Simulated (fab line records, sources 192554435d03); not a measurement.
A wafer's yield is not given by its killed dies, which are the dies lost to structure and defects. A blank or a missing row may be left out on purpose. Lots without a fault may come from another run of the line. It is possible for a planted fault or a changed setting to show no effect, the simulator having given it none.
8D (eight disciplines) problem report, filled in by code || flow n5-finfet || the parts of the form that need people (team, actions taken, sign-off) are left out

== 1. THE PROBLEM ==
Wafers without a fault read 34, standard deviation 11; killed_at_M0_to_M3 at N5_PASSIVATION_PROBE_49 reads a mean of 110 on 9 wafers belonging to 3 lots. That is +6.9 standard deviations from the usual mean.
Earliest sighting: wafer L504.2 on prober-01 at day 15 00:41. Wafers with a number at this step in the record: 9, from 3 lots. Rule for "out" (also "out of limits"): further than 4 standard deviations from the usual mean. The rest of the wafers with a number are treated as sound.

== 2. WHAT THIS IS AND IS NOT ==
{"question": "which readings at this step", "is": "killed_at_M0_to_M3", "is not": "killed_at_M4_up, killed-at-front-end, killed-at-other"}
{"question": "which lots", "is": "L504, L505, L507", "is not": "-"}
{"question": "which wafers of those lots", "is": "all that have a number", "is not": "-"}
{"question": "read on which tools", "is": "prober-01, prober-02", "is not": "-"}
{"question": "when", "is": "from day 15 00:41", "is not": "up to then (0 sound wafers)"}

== 3. WHAT RULES OUT EACH SUSPECT ==
Counting: any tool at a process step up to the reading is kept as a suspect provided that every lot that is out went through it and no sound lot did after the first of them.
- rie-diel-03 at N5_BEOL_M0_STRIP_142 (strips in N2/H2, time 10 s): kept. It ran every lot that is out, first L504 (day 8 11:26), and no sound lot after that.
After counting, what remains is rie-diel-03 at N5_BEOL_M0_STRIP_142.

== 4. THE CAUSE (what the simulator had put in) ==
Entire step skipped (rie-diel-03, N5_BEOL_M0_STRIP_142), from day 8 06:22 onward. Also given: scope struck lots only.
After counting, this tool was the only one left.

== 5. THE CHAIN OF EFFECTS, in route order ==
Each row: a reading where the mean over the struck wafers with a number is more than 3 standard deviations away from the usual. Only readings for which the record gives a usual standard deviation are gone through. hours: the time from each lot's start at the first step in this table that gives one to its start at this step, as a median over the lots. sigmas: the change in usual standard deviations.
{"hours": 0, "step": "N5_PASSIVATION_PROBE_49", "reading": "defect-limited-yield", "usual": "90.9 %", "on struck wafers": 83.9, "change": -7.0, "sigmas": -4.4}
{"hours": 0, "step": "N5_PASSIVATION_PROBE_49", "reading": "killed_at_M0_to_M3", "usual": 34, "on struck wafers": 110, "change": "+76", "sigmas": "+6.9"}
{"hours": 0, "step": "N5_PASSIVATION_PROBE_49", "reading": "killed-dies", "usual": 107, "on struck wafers": 190, "change": "+83", "sigmas": "+4.4"}
{"hours": 0, "step": "N5_PASSIVATION_PROBE_49", "reading": "killed-open", "usual": 71, "on struck wafers": 138, "change": "+67", "sigmas": "+4.8"}
{"hours": 0, "step": "N5_PASSIVATION_PROBE_49", "reading": "sort_bin_5_function", "usual": "5.3 %", "on struck wafers": 9.4, "change": "+4.1", "sigmas": "+3.7"}
{"hours": 0, "step": "N5_PASSIVATION_PROBE_49", "reading": "sort_bin_6_memory", "usual": "3.4 %", "on struck wafers": 6.2, "change": "+2.8", "sigmas": "+3.7"}
{"hours": 0, "step": "N5_PASSIVATION_PROBE_49", "reading": "sort-n-pass", "usual": 1073, "on struck wafers": 990, "change": -83, "sigmas": -4.4}
{"hours": 0, "step": "N5_PASSIVATION_PROBE_49", "reading": "sort-yield-pct", "usual": "90.9 %", "on struck wafers": 83.9, "change": -7.0, "sigmas": -4.4}
Process steps it contains:
- N5_PASSIVATION_PROBE_49
Readings that are blank on the struck wafers while sound wafers have them: bias-power-w at N5_BEOL_M0_STRIP_142; chamber-pressure-mTorr at N5_BEOL_M0_STRIP_142; drypump-motor-current-A at N5_BEOL_M0_STRIP_142; oes-product-au at N5_BEOL_M0_STRIP_142; rf-vpp-V at N5_BEOL_M0_STRIP_142; showerhead-plenum-p-Torr at N5_BEOL_M0_STRIP_142; throttle-valve-pct at N5_BEOL_M0_STRIP_142.

== 6. WHAT WOULD HAVE CAUGHT IT SOONER ==
The fault began at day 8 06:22; the first out-of-limits reading in this record came at day 15 00:41, 162 hours later.
At N5_BEOL_M0_STRIP_142 the tool's readings are blank on the struck wafers, where sound wafers have them: an empty tool record is the first sign, and it was there at once.
Each of the lots that are out, 3 in all, had begun N5_BEOL_M0_STRIP_142 on rie-diel-03 no later than day 15 00:41. Tool hold at that time: it would have spared none of them.
